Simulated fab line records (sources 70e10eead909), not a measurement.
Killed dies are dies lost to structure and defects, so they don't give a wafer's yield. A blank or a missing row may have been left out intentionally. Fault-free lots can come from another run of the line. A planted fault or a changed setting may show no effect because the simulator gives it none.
Which of the tools did it?    flow nandHarc    12 lots, 36 wafers sampled, at 4 steps of a route of 1159

== WHAT THE GAUGES READ, wafer by wafer ==
The record holds no reading of a measuring or inspecting step that can be judged against a usual standard deviation.

== WHICH TOOL RAN EACH LOT (tool, then ch and the chambers of the sampled wafers, then the start) ==
lot   NHARC_A_CHANNEL_HOLE_D1_ETCH_39               NHARC_A_CHANNEL_HOLE_D1_ETCH_19  NHARC_A_CHANNEL_HOLE_D1_STRIP_27              NHARC_A_CHANNEL_FILL_D1_ALD_02
L178  rieDiel-07 ch 1,2, day 8 18:34 or earlier     harEtch-02 ch 0,1, day 8 18:34   rieDiel-12 ch 1,2,3, day 9 00:29 or earlier   aldHk-03 ch 1,2, day 9 00:29
L181  rieDiel-07 ch 0,1,2, day 9 11:01 or earlier   harEtch-02 ch 0,1, day 9 11:01   rieDiel-10 ch 1,2,3, day 9 16:53 or earlier   aldHk-03 ch 1,3, day 9 16:53
L184  rieDiel-10 ch 0,1,2, day 10 00:06 or earlier  harEtch-02 ch 0,1, day 10 00:06  rieDiel-07 ch 0,1,2, day 10 06:06 or earlier  aldHk-03 ch 1,2, day 10 06:06
L185  rieDiel-10 ch 1,3, day 10 05:54 or earlier    harEtch-02 ch 0, day 10 05:54    rieDiel-10 ch 1,2, day 10 11:50 or earlier    aldHk-01 ch 0,3, day 10 11:50
L182  rieDiel-07 ch 0,2, day 10 09:54 or earlier    harEtch-01 ch 0,1, day 10 09:54  rieDiel-10 ch 0,2, day 10 16:34 or earlier    aldHk-03 ch 1,3, day 10 16:34
L189  rieDiel-12 ch 0,2,3, day 11 06:06 or earlier  harEtch-02 ch 0,1, day 11 06:06  rieDiel-10 ch 0,1,2, day 11 12:13 or earlier  aldHk-03 ch 0,2,3, day 11 12:13
L191  rieDiel-07 ch 1,2,3, day 11 07:31 or earlier  harEtch-01 ch 0,1, day 11 07:31  rieDiel-12 ch 0,2,3, day 11 13:24 or earlier  aldHk-03 ch 0,2,3, day 11 13:24
L188  rieDiel-10 ch 1,3, day 11 12:47 or earlier    harEtch-01 ch 0,1, day 11 12:47  rieDiel-07 ch 0,1,3, day 11 19:34 or earlier  aldHk-02 ch 1,2,3, day 11 19:34
L195  rieDiel-10 ch 1,2, day 12 18:44 or earlier    harEtch-02 ch 0,1, day 12 18:44  rieDiel-12 ch 0,3, day 13 00:41 or earlier    aldHk-01 ch 1,2, day 13 00:41
L198  rieDiel-12 ch 2,3, day 13 05:28 or earlier    harEtch-01 ch 0,1, day 13 05:28  rieDiel-10 ch 0,1, day 13 11:32 or earlier    aldHk-02 ch 0,3, day 13 11:32
L199  rieDiel-10 ch 0,2,3, day 14 06:32 or earlier  harEtch-02 ch 0,1, day 14 06:32  rieDiel-07 ch 0,2,3, day 14 12:28 or earlier  aldHk-02 ch 0,1,3, day 14 12:28
L200  rieDiel-12 ch 0,1, day 14 10:41 or earlier    harEtch-02 ch 0,1, day 14 10:41  rieDiel-10 ch 0,1,2, day 14 16:41 or earlier  aldHk-02 ch 2,3, day 14 16:41
- NHARC_A_CHANNEL_HOLE_D1_ETCH_39: etches the open film in N2/H2, target depth 260 nm, time 325 s.
- NHARC_A_CHANNEL_HOLE_D1_ETCH_19: etches the open film in C4F8/O2/Ar, time 34.5 s.
- NHARC_A_CHANNEL_HOLE_D1_STRIP_27: strips in O2.
- NHARC_A_CHANNEL_FILL_D1_ALD_02: deposits SiO2, target thk 6 nm, pulse time 10 s, ald cycles 60.

== WHAT THE TOOLS THEMSELVES READ (means of the sampled wafers that have a number; where no wafer has one, the mark that the record gives instead) ==
NHARC_A_CHANNEL_HOLE_D1_ETCH_39. Usual: drypumpMotorCurrentA 5.7 A, standard deviation 0.52; h2FlowSccm 150.0 sccm, standard deviation 0.46; oesProductAu 1.001 a.u., standard deviation 0.0088; rfVppV 430.4 V, standard deviation 2.6; showerheadPlenumPTorr 2.03 Torr, standard deviation 0.088; throttleValvePct 14.171 %, standard deviation 0.0078.
lot   tool        drypumpMotorCurrentA (A)  h2FlowSccm (sccm)  oesProductAu (a.u.)  rfVppV (V)  showerheadPlenumPTorr (Torr)  throttleValvePct (%)  flag
L178  rieDiel-07  6.1                       149.6              1.006                429.1       2.00                          14.173                
L181  rieDiel-07  6.0                       150.3              1.005                431.0       2.07                          14.175                
L184  rieDiel-10  5.5                       150.2              0.995                428.5       1.97                          14.170                
L185  rieDiel-10  5.2                       149.9              1.002                431.1       2.07                          14.172                
L182  rieDiel-07  6.3                       149.8              1.005                428.1       1.98                          14.165                
L189  rieDiel-12  5.6                       150.1              0.997                428.4       1.96                          14.174                
L191  rieDiel-07  6.1                       150.7              1.008                430.7       2.05                          14.173                
L188  rieDiel-10  5.2                       150.3              0.999                431.9       2.07                          14.174                
L195  rieDiel-10  5.6                       149.5              1.001                429.0       1.99                          14.175                
L198  rieDiel-12  5.3                       150.4              1.003                428.4       1.94                          14.176                
L199  rieDiel-10  5.4                       150.0              1.003                429.1       2.00                          14.172                
L200  rieDiel-12  5.4                       150.5              0.996                431.6       2.04                          14.181                

NHARC_A_CHANNEL_HOLE_D1_ETCH_19. Usual: drypumpMotorCurrentA 5.4 A, standard deviation 0.32; showerheadPlenumPTorr 3.84 Torr, standard deviation 0.079; throttleValvePct 37.038 %, standard deviation 0.0092.
lot   tool        drypumpMotorCurrentA (A)  showerheadPlenumPTorr (Torr)  throttleValvePct (%)  flag
L178  harEtch-02  5.3                       3.89                          37.036                
L181  harEtch-02  5.2                       3.90                          37.036                
L184  harEtch-02  5.3                       3.89                          37.029                
L185  harEtch-02  5.5                       3.87                          37.036                
L182  harEtch-01  5.7                       3.75                          37.042                
L189  harEtch-02  5.1                       3.89                          37.044                
L191  harEtch-01  5.7                       3.80                          37.045                
L188  harEtch-01  5.7                       3.74                          37.035                
L195  harEtch-02  5.3                       3.87                          37.038                
L198  harEtch-01  5.7                       3.79                          37.045                
L199  harEtch-02  5.3                       3.86                          37.046                
L200  harEtch-02  5.2                       3.87                          37.034                

NHARC_A_CHANNEL_HOLE_D1_STRIP_27. Usual: drypumpMotorCurrentA 5.6 A, standard deviation 0.46; oesProductAu 1.001 a.u., standard deviation 0.0087; rfVppV 57.7 V, standard deviation 0.86; showerheadPlenumPTorr 3.48 Torr, standard deviation 0.11; throttleValvePct 17.037 %, standard deviation 0.0095.
lot   tool        drypumpMotorCurrentA (A)  oesProductAu (a.u.)  rfVppV (V)  showerheadPlenumPTorr (Torr)  throttleValvePct (%)  flag
L178  rieDiel-12  5.2                       1.009                58.4        3.46                          17.038                
L181  rieDiel-10  5.4                       0.996                58.2        3.51                          17.035                
L184  rieDiel-07  6.0                       1.006                57.1        3.58                          17.038                
L185  rieDiel-10  5.6                       1.002                57.5        3.46                          17.025                
L182  rieDiel-10  5.6                       1.010                57.8        3.41                          17.032                
L189  rieDiel-10  5.5                       0.999                58.2        3.42                          17.047                
L191  rieDiel-12  5.6                       0.995                58.1        3.41                          17.035                
L188  rieDiel-07  6.0                       0.999                57.4        3.66                          17.037                
L195  rieDiel-12  5.7                       1.002                57.4        3.37                          17.032                
L198  rieDiel-10  5.5                       0.999                57.4        3.44                          17.036                
L199  rieDiel-07  6.4                       1.009                57.4        3.51                          17.040                
L200  rieDiel-10  5.5                       0.996                58.1        3.42                          17.043                

NHARC_A_CHANNEL_FILL_D1_ALD_02. Usual: heaterPowerOuterW 256 W, standard deviation 29; heaterPowerW 461 W, standard deviation 39; precursorPulseHeightRel 1.001, standard deviation 0.02.
lot   tool      heaterPowerOuterW (W)  heaterPowerW (W)  precursorPulseHeightRel  flag
L178  aldHk-03  248                    450               1.006                    
L181  aldHk-03  239                    429               0.999                    
L184  aldHk-03  227                    435               0.994                    
L185  aldHk-01  261                    470               1.002                    
L182  aldHk-03  223                    422               1.005                    
L189  aldHk-03  248                    441               1.000                    
L191  aldHk-03  248                    445               1.017                    
L188  aldHk-02  283                    512               0.994                    
L195  aldHk-01  248                    452               1.005                    
L198  aldHk-02  292                    519               1.013                    
L199  aldHk-02  279                    508               0.982                    
L200  aldHk-02  299                    526               1.002                    

== THE ANSWER, worked out from the rows above alone ==
Rule: take the mean of a lot's wafers that have a number; if it is more than 3 standard deviations from the usual mean, the lot is off. Also off: a lot with no number at a reading for which 4 or more lots have one. The other lots that the step has rows for count as sound. The gauges are gone through in route order, then the tools' own readings, and for those a lot's mean is taken as printed above. The first step at which some lot is off is used, and at that step the reading that is off furthest; a lot without a number counts as furthest.
Nothing can be told from this: no lot is off at any reading shown.

== WHAT THE SIMULATOR HAD INSERTED ==
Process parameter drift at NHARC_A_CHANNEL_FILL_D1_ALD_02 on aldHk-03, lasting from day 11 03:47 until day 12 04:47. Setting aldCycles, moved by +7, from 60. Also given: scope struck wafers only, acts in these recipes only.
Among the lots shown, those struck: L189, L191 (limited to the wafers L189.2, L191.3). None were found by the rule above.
